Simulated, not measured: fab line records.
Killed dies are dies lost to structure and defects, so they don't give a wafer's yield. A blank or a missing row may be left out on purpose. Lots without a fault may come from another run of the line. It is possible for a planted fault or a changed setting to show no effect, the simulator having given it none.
Problem report, 8D (eight disciplines) form, completed by code ; flow n5-finfet ; the parts of the form that need people (team, actions taken, sign-off) are left out

== 1. WHAT IS WRONG ==
Across 4 wafers from 2 lots, M10_ILD_THK at N5_BEOL_M10_THK_MEAS_01 averages 137 nm, while fault-free wafers read 268 nm with a standard deviation of 3.5. That puts it -37 standard deviations away from the usual mean.
First observed at day 14 05:38: wafer L995.2, on film-metro-02. The record has a number at this step for 29 wafers belonging to 10 lots. Rule for "out", or "out of limits": more than 4 standard deviations from the usual mean. Any other wafer with a number is counted as sound.

== 2. WHAT IT IS, WHAT IT ISN'T ==
question;is;is not
which readings at this step;M10_ILD_THK;-
which lots;L995, L999;L984, L985, L986, L987, L990, L993, L996, L997
which wafers of those lots;L995.2, L995.5, L999.2, L999.5;L995.3
read on which gauges;film-metro-01, film-metro-02;-
when;from day 14 05:38;"up to then (22 sound wafers); but 3 sound wafers of L997 came after"

== 3. SUSPECTS, AND WHAT RULES EACH OUT ==
Counting: a tool at a process step up to the reading stays a suspect if it ran every lot that is out. Sound lots after the first of them don't rule it out here, since some wafers of a struck lot are sound.
- ruled out: the gauge at N5_BEOL_M10_THK_MEAS_01. 2 gauges (film-metro-01, film-metro-02) read the wafers that are out.
- pvd-sputter-02 at N5_BEOL_M9_SURFACE_TREAT_79: kept. Ran every lot that is out, first one L995 (day 14 02:58); last sound lot up to then L993 (day 13 19:26).
- rtp-anneal-02 at N5_BEOL_M9_ANNEAL_51 (time 90 s): kept. Ran every lot that is out, first one L995 (day 14 04:17); last sound lot up to then L993 (day 13 20:07).
- pecvd-03 at N5_BEOL_M10_ILD_DEP_00 (deposits SiCOH lowk from DEMS/porogen, target thk 308.51 nm, time 58 s): kept. Ran every lot that is out, first one L995 (day 14 05:02); last sound lot up to then L996 (day 13 20:14). Out on those wafers are its own readings of run-length-s.
pvd-sputter-02 at N5_BEOL_M9_SURFACE_TREAT_79, rtp-anneal-02 at N5_BEOL_M9_ANNEAL_51 and pecvd-03 at N5_BEOL_M10_ILD_DEP_00 are what is left after counting.

== 4. THE CAUSE (what the simulator had put in) ==
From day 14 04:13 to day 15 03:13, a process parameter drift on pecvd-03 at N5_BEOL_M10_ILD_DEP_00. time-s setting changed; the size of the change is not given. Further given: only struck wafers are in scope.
This tool is one of the 3 suspects left after counting.

== 5. SEQUENCE OF EFFECTS, ordered by route ==
One row per reading whose mean, taken over the struck wafers that have a number, lies over 3 standard deviations from the usual. Only readings for which the record gives a usual standard deviation are gone through. hours: the time from each lot's start at the first step in this table that gives one to its start at this step, as a median over the lots. sigmas: the change in usual standard deviations.
hours;step;reading;usual;on struck wafers;change;sigmas
0;N5_BEOL_M10_ILD_DEP_00;run-length-s;100.9 s;71.2;-29.8;-57
1;N5_BEOL_M10_THK_MEAS_01;M10_ILD_THK;268 nm;137;-131;-37
56;N5_PASSIVATION_PROBE_49;defect-limited-yield;91.2 %;1.7;-89.5;-64
56;N5_PASSIVATION_PROBE_49;killed_at_M4_up;13;1078;+1066;+99 or more
56;N5_PASSIVATION_PROBE_49;killed-dies;104;1161;+1057;+66
56;N5_PASSIVATION_PROBE_49;killed-on-rim;14;149;+135;+35
56;N5_PASSIVATION_PROBE_49;sort-n-pass;1076;19;-1057;-66
56;N5_PASSIVATION_PROBE_49;sort-yield-pct;91.2 %;1.7;-89.5;-64
The process steps in it:
- N5_BEOL_M10_ILD_DEP_00: deposits SiCOH lowk from DEMS/porogen, target thk 308.51 nm, time 58 s.
- N5_PASSIVATION_PROBE_49
Readings that are blank on the struck wafers while sound wafers have them: rf-fwd-power-W at N5_BEOL_M10_ILD_DEP_00.

== 6. WHAT WOULD HAVE CAUGHT IT SOONER ==
In this record the first reading out of limits at a measuring or inspecting step was taken at day 14 05:38, 1 hour after the fault began at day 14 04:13.
At N5_BEOL_M10_ILD_DEP_00, the tool's own readings (run-length-s) were out on each struck wafer the step has a row for, so an alarm limit on them would have fired on the first such wafer.
Of the lots that are out (2), L999 began N5_BEOL_M10_ILD_DEP_00 on pecvd-03 after day 14 05:38. Holding the tool at that time would have saved it.
